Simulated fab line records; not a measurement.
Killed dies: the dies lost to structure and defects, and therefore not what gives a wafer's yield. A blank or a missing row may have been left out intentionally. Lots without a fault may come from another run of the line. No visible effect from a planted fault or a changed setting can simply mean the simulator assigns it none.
fab line records -- flow nandHarc
record lots=11, wafers=33, lastDay=25
route steps=1159 shown A_CONTACT@936 END@1159
lots with no fault: from the same line, run without faults
startH: the number of hours between the record's first day and the start of the first shown wafer of the lot -- waitH: hours elapsed since this lot's preceding step -- " as in the row above -- L1.1+2: a row that stands for several wafers -- - either no value or no given start -- * or withheld: withheld -- < > ~ a bound
route shown NAME@n: NAME is a module with steps in the file, n the number in the route of the first one -- usual: the fault-free wafers' mean and standard deviation -- same: alike in all rows -- chamber/n: place in a boat -- sites: per-site readings -- _std_site: how widely they spread, as a standard deviation -- _edge_site: mean of outer sites minus mean of inner sites -- radiusMm: how far each site lies from the wafer's centre -- mask NAME#n: copy n -- behind: the tool/chamber that last shaped the wafer -- hold: why the lot was held/for how many hours/how that ended -- device: whichever transistor did not switch (one of n, p or np) -- end of line: tests of these same wafers at the route's end -- a step without rows: its recipe alone -- killed: dies lost to structure and defects at the first sort, not the wafer's yield -- map: a wafer's dies, x killed, . not, _ none there
set.NAME: the run value of the setting; set.NAME@STEP: its run value at that earlier step -- model.NAME: the simulator's own value behind a step, which no gauge read
a sample of lots followed through the steps of the route, with each step as a table and each wafer as a row
services: from which hour (startH, from the record's first day; less than 0 if before it) a tool's chamber was out of use, for how many hours, and why
## steps
# step NHARC_A_CONTACT_OVL_MEAS_09
# usual overlayXNm=0.2/0.87, overlayYNm=0.0/0.85
lot.wafer,tool,chamber,startH,waitH,overlayXNm,overlayYNm
L899.2,overlay-01,-,393.08,-,-0.2,-1.2
L899.3,overlay-01,-,393.08,-,0.4,-1.1
L899.4,overlay-01,-,393.08,-,0.5,-1.1
L897.3,overlay-01,-,395.89,-,-1.2,1.4
L897.5,overlay-01,-,395.89,-,-1.2,0.8
L897.6,overlay-01,-,395.89,-,-1.6,0.4
L901.1,overlay-02,-,399.99,-,-0.3,-0.5
L901.5,overlay-02,-,399.99,-,0.2,-0.1
L901.6,overlay-02,-,399.99,-,0.0,-0.6
L900.2,overlay-01,-,401.38,-,1.4,0.3
L900.4,overlay-01,-,401.38,-,1.0,0.6
L900.5,overlay-01,-,401.38,-,1.1,0.4
L902.1,overlay-02,-,420.70,-,-0.4,-0.1
L902.2,overlay-02,-,420.70,-,0.1,0.0
L902.3,overlay-02,-,420.70,-,0.2,-0.1
L903.1,overlay-01,-,445.66,-,0.9,-0.1
L903.3,overlay-01,-,445.66,-,1.2,-0.1
L903.6,overlay-01,-,445.66,-,1.0,-0.2
L912.1,overlay-01,-,474.39,-,-0.4,0.5
L912.2,overlay-01,-,474.39,-,-0.4,0.3
L912.6,overlay-01,-,474.39,-,-0.2,0.0
L916.1,overlay-01,-,504.64,-,1.7,1.4
L916.2,overlay-01,-,504.64,-,2.4,1.1
L916.3,overlay-01,-,504.64,-,1.8,1.5
L915.3,overlay-01,-,508.16,-,-0.1,0.4
L915.4,overlay-01,-,508.16,-,-1.5,0.4
L915.5,overlay-01,-,508.16,-,-1.3,0.6
L917.2,overlay-02,-,517.50,-,-0.3,-0.6
L917.4,overlay-02,-,517.50,-,-0.2,-0.6
L917.6,overlay-02,-,517.50,-,0.2,-0.8
L919.2,overlay-01,-,537.35,-,-0.3,0.1
L919.3,overlay-01,-,537.35,-,-0.7,-0.4
L919.6,overlay-01,-,537.35,-,-1.3,0.2
# step NHARC_A_CONTACT_ETCH_137
# recipe sourceW=withheld, pressureMtorr=20, biasV=3000, timeS=132, targetDepthA=12870, arFlowSccm=withheld, c4f8FlowSccm=withheld, o2FlowSccm=withheld, chemistry=C4F8/O2/Ar
lot.wafer,tool,chamber,startH,waitH,rfHoursCounterH
L899.2,harCapEtch-03,0,394.71,0.1,84
L899.3,harCapEtch-03,0,394.71,0.1,-
L899.4,harCapEtch-03,1,394.71,0.1,-
L897.3,harCapEtch-02,1,397.58,0.1,-
L897.5,harCapEtch-02,0,397.58,0.1,-
L897.6,harCapEtch-02,1,397.58,0.1,-
L901.1,harCapEtch-02,0,401.74,0.1,17
L901.6,harCapEtch-02,0,401.74,0.1,-
L901.5,harCapEtch-02,1,401.74,0.1,-
L900.2,harCapEtch-03,0,403.03,0.1,86
L900.4,harCapEtch-03,1,403.03,0.1,-
L900.5,harCapEtch-03,1,403.03,0.1,-
L902.1,harCapEtch-02,0,422.61,0.1,18
L902.2,harCapEtch-02,1,422.61,0.1,18
L902.3,harCapEtch-02,1,422.61,0.1,-
L903.1,harCapEtch-02,1,447.28,0.1,23
L903.3,harCapEtch-02,1,447.28,0.1,-
L903.6,harCapEtch-02,0,447.28,0.1,-
L912.2,harCapEtch-02,1,475.92,0.1,30
L912.1,harCapEtch-02,0,475.92,0.1,30
L912.6,harCapEtch-02,1,475.92,0.1,-
L916.1,harCapEtch-02,1,506.40,0.1,35
L916.2,harCapEtch-02,0,506.40,0.1,35
L916.3,harCapEtch-02,1,506.40,0.1,-
L915.3,harCapEtch-01,1,509.73,0.1,-
L915.4,harCapEtch-01,0,509.73,0.1,-
L915.5,harCapEtch-01,0,509.73,0.1,-
L917.2,harCapEtch-01,1,519.06,0.1,79
L917.4,harCapEtch-01,0,519.06,0.1,-
L917.6,harCapEtch-01,0,519.06,0.1,-
L919.2,harCapEtch-02,1,538.90,0.1,39
L919.3,harCapEtch-02,0,538.90,0.1,-
L919.6,harCapEtch-02,1,538.90,0.1,-
# step NHARC_A_CONTACT_ETCH_92
# recipe targetDepthA=400, overEtchFrac=0.5, timeS=85.7, ionEnergyEv=120, ch3fFlowSccm=50, o2FlowSccm=30, arFlowSccm=200, rfW=500, biasW=100, chemistry=CH3F/O2
# usual ch3fFlowSccm=50.01/0.16, drypumpMotorCurrentA=5.6/0.46, oesProductAu=0.93/0.033, rfVppV=244.8/2, showerheadPlenumPTorr=2.50/0.13, throttleValvePct=20.662/0.0094
lot.wafer,tool,chamber,startH,waitH,ch3fFlowSccm,drypumpMotorCurrentA,oesProductAu,rfHoursCounterH,rfVppV,showerheadPlenumPTorr,throttleValvePct
L899.3,rieDiel-01,1,395.36,0.3,50.01,5.2,0.92,19,247.4,2.63,20.662
L899.2,rieDiel-01,2,395.36,0.3,50.17,6.2,0.90,19,245.5,2.59,20.650
L899.4,rieDiel-01,3,395.36,0.3,49.73,5.0,0.90,20,247.7,2.55,20.662
L897.3,rieDiel-13,1,398.16,0.3,50.07,5.9,0.94,25,246.4,2.56,20.671
L897.5,rieDiel-13,1,398.16,0.3,49.87,5.9,0.93,-,246.1,2.56,20.665
L897.6,rieDiel-13,3,398.16,0.3,49.96,4.8,0.92,-,242.7,2.27,20.648
L901.1,rieDiel-01,2,402.43,0.4,50.25,6.3,0.90,22,244.9,2.58,20.670
L901.6,rieDiel-01,0,402.43,0.4,49.98,5.9,0.92,-,246.5,2.65,20.662
L901.5,rieDiel-01,1,402.43,0.4,50.22,5.2,0.92,-,246.4,2.62,20.659
L900.2,rieDiel-01,0,403.68,0.4,49.68,5.8,1.00,24,246.4,2.65,20.655
L900.4,rieDiel-01,1,403.68,0.4,50.23,5.2,1.00,23,246.5,2.62,20.652
L900.5,rieDiel-01,3,403.68,0.4,50.06,5.0,0.99,-,244.3,2.55,20.673
L902.3,rieDiel-13,3,423.25,0.3,49.91,4.8,0.93,26,241.1,2.27,20.657
L902.1,rieDiel-13,0,423.25,0.3,49.89,6.1,0.94,29,243.0,2.35,20.665
L902.2,rieDiel-13,1,423.25,0.3,50.22,6.0,0.95,29,245.8,2.56,20.669
L903.3,rieDiel-03,1,447.92,0.3,50.15,5.6,0.94,18,243.9,2.37,20.657
L903.1,rieDiel-03,2,447.92,0.3,50.36,5.5,0.94,17,244.7,2.50,20.658
L903.6,rieDiel-03,1,447.92,0.3,50.01,5.6,0.93,-,243.1,2.37,20.671
L912.2,rieDiel-13,1,476.56,0.4,50.06,5.9,0.92,4,245.7,2.56,20.656
L912.1,rieDiel-13,3,476.56,0.4,50.16,4.8,0.92,4,246.7,2.66,20.657
L912.6,rieDiel-13,1,476.56,0.4,49.99,5.9,0.92,-,245.8,2.56,20.668
L916.2,rieDiel-03,0,507.05,0.3,50.16,5.7,0.92,39,246.0,2.48,20.672
L916.1,rieDiel-03,2,507.05,0.3,49.99,5.5,0.93,44,245.2,2.49,20.651
L916.3,rieDiel-03,3,507.05,0.3,50.18,5.6,0.94,40,243.3,2.40,20.661
L915.3,rieDiel-01,2,510.35,0.3,49.82,6.3,1.00,0,245.5,2.57,20.658
L915.4,rieDiel-01,0,510.35,0.3,49.91,5.8,0.98,0,248.9,2.63,20.660
L915.5,rieDiel-01,1,510.35,0.3,50.25,5.2,1.00,-,246.5,2.61,20.674
L917.4,rieDiel-03,2,519.69,0.3,49.68,5.5,1.01,49,243.3,2.49,20.649
L917.2,rieDiel-03,0,519.69,0.3,50.23,5.7,1.01,43,244.4,2.48,20.664
L917.6,rieDiel-03,2,519.69,0.3,50.06,5.5,1.02,-,245.1,2.49,20.652
L919.2,rieDiel-13,1,539.53,0.3,49.91,5.9,0.92,16,245.9,2.55,20.674
L919.3,rieDiel-13,2,539.53,0.3,49.96,5.8,0.92,14,245.3,2.65,20.662
L919.6,rieDiel-13,2,539.53,0.3,50.03,5.8,0.93,-,247.5,2.65,20.659
# step NHARC_A_CONTACT_CVD_19
# recipe targetThkA=3000, tempC=300, pressureTorr=40, wf6FlowSccm=40, h2FlowSccm=1600, arFlowSccm=1560, timeS=802, material=W
# usual heaterPowerW=512/74, mfcWf6Sccm=40.01/0.11, susceptorTempC=299.99/0.19, throttleValvePct=7.68/0.24
lot.wafer,tool,chamber,startH,waitH,heaterPowerW,mfcWf6Sccm,susceptorTempC,throttleValvePct
L899.2,cvdW-02,1,397.80,-,607,39.99,299.86,7.81
L899.4,cvdW-02,1,397.80,-,597,39.88,299.97,7.56
L899.3,cvdW-02,0,397.80,-,459,39.90,300.15,7.64
L897.3,cvdW-02,0,400.30,-,457,39.88,300.03,7.68
L897.5,cvdW-02,1,400.30,-,594,40.15,299.77,7.55
L897.6,cvdW-02,0,400.30,-,463,39.95,300.31,7.38
L901.1,cvdW-01,1,404.05,-,427,40.00,300.13,8.07
L901.5,cvdW-01,1,404.05,-,416,40.06,299.88,7.89
L901.6,cvdW-01,0,404.05,-,497,39.90,300.09,7.45
L901.1,cvdW-01,1,405.05,0.9,418,40.00,300.22,7.88
L901.5,cvdW-01,1,405.05,0.9,420,40.10,300.17,7.71
L901.6,cvdW-01,0,405.05,0.9,494,40.04,299.78,7.46
L900.2,cvdW-02,0,405.06,-,451,40.08,-,7.55
L900.4,cvdW-02,0,405.06,-,451,40.07,-,7.80
L900.5,cvdW-02,0,405.06,-,461,39.95,-,7.82
L900.2,cvdW-02,0,406.04,0.9,463,40.12,-,7.68
L900.4,cvdW-02,0,406.04,0.9,463,39.82,-,7.97
L900.5,cvdW-02,0,406.04,0.9,457,39.84,-,7.83
L902.2,cvdW-02,1,426.79,-,604,40.04,-,7.61
L902.1,cvdW-02,0,426.79,-,455,40.22,-,7.73
L902.3,cvdW-02,1,426.79,-,601,40.10,-,7.52
L902.2,cvdW-02,1,427.78,0.9,604,40.35,-,7.42
L902.1,cvdW-02,0,427.78,0.9,451,40.24,-,7.38
L902.3,cvdW-02,1,427.78,0.9,604,40.43,-,7.55
L903.1,cvdW-01,1,449.29,-,427,40.22,299.90,8.21
L903.3,cvdW-01,0,449.29,-,492,39.87,299.75,7.47
L903.6,cvdW-01,1,449.29,-,416,40.00,300.07,7.98
L912.2,cvdW-02,0,480.19,-,473,39.99,299.95,7.58
L912.1,cvdW-02,1,480.19,-,606,40.05,299.91,7.26
L912.6,cvdW-02,1,480.19,-,607,40.05,299.84,7.58
L916.1,cvdW-01,0,508.41,-,521,40.02,299.90,7.47
L916.2,cvdW-01,1,508.41,-,405,40.03,299.70,8.01
L916.3,cvdW-01,1,508.41,-,389,39.90,299.76,7.93
L915.4,cvdW-02,1,517.76,-,622,39.83,299.62,8.01
L915.3,cvdW-02,0,517.76,-,456,40.04,299.89,7.66
L915.5,cvdW-02,0,517.76,-,469,40.13,299.96,7.68
L917.2,cvdW-02,0,526.05,-,460,39.93,300.02,7.56
L917.4,cvdW-02,0,526.05,-,453,39.94,300.19,8.01
L917.6,cvdW-02,1,526.05,-,593,39.97,299.95,7.51
L919.2,cvdW-02,0,542.25,-,461,39.86,299.96,7.96
L919.3,cvdW-02,1,542.25,-,607,40.02,300.11,7.73
L919.6,cvdW-02,1,542.25,-,616,40.00,300.05,7.72
# step NHARC_A_CONTACT_CMP_20
# recipe tOverpolishS=30, targetThkNm=300
# usual motorCurrentA=11.9/1.2, overpolishRunS=30.000/0.0086, slurryFilterDpKPa=13.51/0.14, timeToEndpointS=59/4
lot.wafer,tool,chamber,startH,waitH,motorCurrentA,overpolishRunS,slurryFilterDpKPa,timeToEndpointS
L899.4,cmp-02,3,398.69,0.5,11.1,29.980,13.42,52
L899.3,cmp-02,0,398.69,0.5,11.0,30.015,13.43,58
L899.2,cmp-02,2,398.69,0.5,12.5,30.000,13.43,59
L897.3,cmp-03,1,400.82,0.4,12.4,29.994,13.39,66
L897.6,cmp-03,1,400.82,0.4,11.6,30.007,13.46,67
L897.5,cmp-03,2,400.82,0.4,12.7,30.013,13.51,60
L901.1,cmp-02,0,406.08,0.9,11.4,30.005,13.58,121
L901.5,cmp-02,0,406.08,0.9,10.8,30.003,13.54,122
L901.6,cmp-02,1,406.08,0.9,12.1,29.997,13.66,129
L900.2,cmp-02,0,407.07,0.9,11.2,30.015,13.38,124
L900.4,cmp-02,1,407.07,0.9,12.2,30.005,13.54,130
L900.5,cmp-02,2,407.07,0.9,12.6,30.003,13.42,120
L902.3,cmp-02,2,429.03,0.9,12.0,30.003,13.50,122
L902.1,cmp-02,3,429.03,0.9,11.8,30.001,13.53,116
L902.2,cmp-02,0,429.03,0.9,11.2,29.997,13.37,125
L903.1,cmp-02,1,450.21,0.8,12.0,29.997,13.13,63
L903.3,cmp-02,2,450.21,0.8,12.3,29.991,13.62,55
L903.6,cmp-02,1,450.21,0.8,12.4,30.018,13.46,63
L912.2,cmp-02,2,481.11,0.8,11.9,29.991,13.39,57
L912.1,cmp-02,3,481.11,0.8,11.4,30.001,13.68,55
L912.6,cmp-02,2,481.11,0.8,12.1,30.006,13.60,59
L916.2,cmp-04,0,509.33,0.7,12.1,30.001,13.53,59
L916.3,cmp-04,1,509.33,0.7,14.1,30.004,13.56,67
L916.1,cmp-04,2,509.33,0.7,9.2,30.003,13.33,58
L915.4,cmp-02,0,518.40,0.5,11.0,29.996,13.56,59
L915.3,cmp-02,1,518.40,0.5,12.9,29.999,13.62,61
L915.5,cmp-02,0,518.40,0.5,11.0,30.002,13.58,58
L917.2,cmp-04,0,526.86,0.7,12.0,30.011,13.50,56
L917.4,cmp-04,1,526.86,0.7,13.9,30.001,13.79,65
L917.6,cmp-04,3,526.86,0.7,13.3,30.004,13.72,55
L919.2,cmp-04,3,543.04,0.7,13.2,30.012,13.46,57
L919.3,cmp-04,0,543.04,0.7,12.2,29.997,13.93,61
L919.6,cmp-04,3,543.04,0.7,13.4,29.994,13.52,59
# step NHARC_END_SORT_01
# recipe tempC=25
# usual killedAtArray=27/10, killedAtOther=0.6/0.96, killedAtPeriphery=3.4/2.7, killedDies=31/10, killedOpen=2.9/1.8, killedShort=1.8/1.4
# same grossDies=677
lot.wafer,tool,chamber,startH,waitH,killedAtArray,killedAtOther,killedAtPeriphery,killedDies,killedOpen,killedShort
L902.1,prober-01,0,481.07,2.5,32,0,2,34,2,3
L902.2,prober-01,0,481.86,2.8,34,0,1,35,1,0
L902.3,prober-01,0,482.66,3.1,47,0,4,51,3,1
L901.1,prober-01,0,491.16,2.5,10,1,5,16,2,1
L901.5,prober-01,0,494.38,3.7,17,0,11,28,3,1
L901.6,prober-01,0,495.19,4.0,15,1,4,20,3,4
# killed by level:class
L902.1 A_CHANNEL_HOLE_D1:chamberFilmFlake=9 A_SLIT:chamberFilmFlake=9 A_BLC:chamberFilmFlake=5 A_STAIRCASE:chamberFilmFlake=3 P_M0:geometricParticle:short=1 A_ONON_D1:geometricParticle:short=1 A_WL_FILL:geometricParticle:open=1 A_CONTACT:geometricParticle:open=1
L902.2 A_SLIT:chamberFilmFlake=17 A_CHANNEL_HOLE_D1:chamberFilmFlake=6 A_STAIRCASE:chamberFilmFlake=4 A_ZERO_WELL:chamberFilmFlake=2 A_WL_FILL:chamberFilmFlake=2 A_BLC:chamberFilmFlake=2 P_STI:geometricParticle:open=1 A_CONTACT:chamberFilmFlake=1
L902.3 A_CHANNEL_HOLE_D1:chamberFilmFlake=19 A_SLIT:chamberFilmFlake=10 A_WL_FILL:chamberFilmFlake=6 A_BLC:chamberFilmFlake=4 A_STAIRCASE:chamberFilmFlake=4 A_ZERO_WELL:chamberFilmFlake=2 P_CONTACT:geometricParticle:open=1 P_M1:geometricParticle:short=1
L901.1 A_CHANNEL_HOLE_D1:chamberFilmFlake=6 P_CONTACT:chamberFilmFlake=3 A_CONTACT:chamberFilmFlake=2 P_M0:geometricParticle:short=1 A_CHANNEL_FILL_D1:geometricParticle:open=1 A_STAIRCASE:geometricParticle:open=1 P_ZERO_WELL:chamberFilmFlake=1 THIN_TSV:chamberFilmFlake=1
L901.5 P_CONTACT:chamberFilmFlake=7 A_CHANNEL_HOLE_D1:chamberFilmFlake=5 P_ZERO_WELL:chamberFilmFlake=3 A_STAIRCASE:chamberFilmFlake=3 A_CONTACT:chamberFilmFlake=3 A_CONTACT:geometricParticle:open=2 A_SOURCE_PLATE:geometricParticle:short=1 A_ONON_D1:geometricParticle:open=1
L901.6 A_CHANNEL_HOLE_D1:chamberFilmFlake=5 P_CONTACT:chamberFilmFlake=3 P_M0:geometricParticle:open=1 A_SOURCE_PLATE:geometricParticle:short=1 A_ONON_D1:geometricParticle:short=1 A_CHANNEL_FILL_D1:geometricParticle:short=1 A_CHANNEL_FILL_D1:geometricParticle:open=1 A_WL_FILL:geometricParticle:short=1
## services
tool,chamber,startH,hours,kind
cvdW-02,-,380.12,13.0,pm
cvdW-02,0,380.12,13.0,ventCycle
cvdW-02,1,380.12,13.0,ventCycle
cmp-03,-,384.04,1.6,repair
cmp-02,-,391.04,3.0,repair
rieDiel-03,-,392.35,9.0,pm
cvdW-02,0,393.12,-,clean
cmp-04,-,399.31,4.0,pm
rieDiel-13,3,413.15,4.2,repair
cmp-02,-,422.50,4.0,pm
rieDiel-03,0,446.08,1.9,repair
rieDiel-13,-,453.23,9.0,pm
cmp-02,-,468.32,0.9,repair
cmp-02,-,473.66,3.9,repair
cvdW-01,-,476.88,13.0,pm
cmp-04,-,481.20,1.2,repair
rieDiel-01,-,487.43,0.3,repair
cmp-04,-,497.31,4.0,pm
harCapEtch-01,-,499.91,7.8,repair
rieDiel-01,-,500.45,9.0,pm
cmp-03,-,507.41,4.0,pm
cmp-04,-,509.81,0.3,repair
cmp-02,-,520.50,4.0,pm
cmp-03,-,521.67,2.1,repair
## key
firstSign step=NHARC_A_CONTACT_CVD_19, reading=visit, direction=added
effect step=NHARC_A_CONTACT_CMP_20, reading=timeToEndpointS, direction=up, sigmas=16, usual=*, struck=*
metAt NHARC_A_CONTACT_CVD_19
struckLots L900,L901,L902
testerLeftOut L900,L901,L902
notActingAt NHARC_A_CONTACT_OVL_MEAS_09,NHARC_A_CONTACT_ETCH_137,NHARC_A_CONTACT_ETCH_92
fault kind=repeatedStepWhole, tool=cvdW-01,cvdW-02, chamber=-, onsetH=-, steps=NHARC_A_CONTACT_CVD_19, times=1, scope=struckLotsOnly
# testerLeftOut: of these lots the tester's yield and bins aren't shown, on N5 and GAA mostly nor the transistor test; their killed dies are dies lost to structure and defects alone, not to doping, threshold or leakage, so they don't give the yield
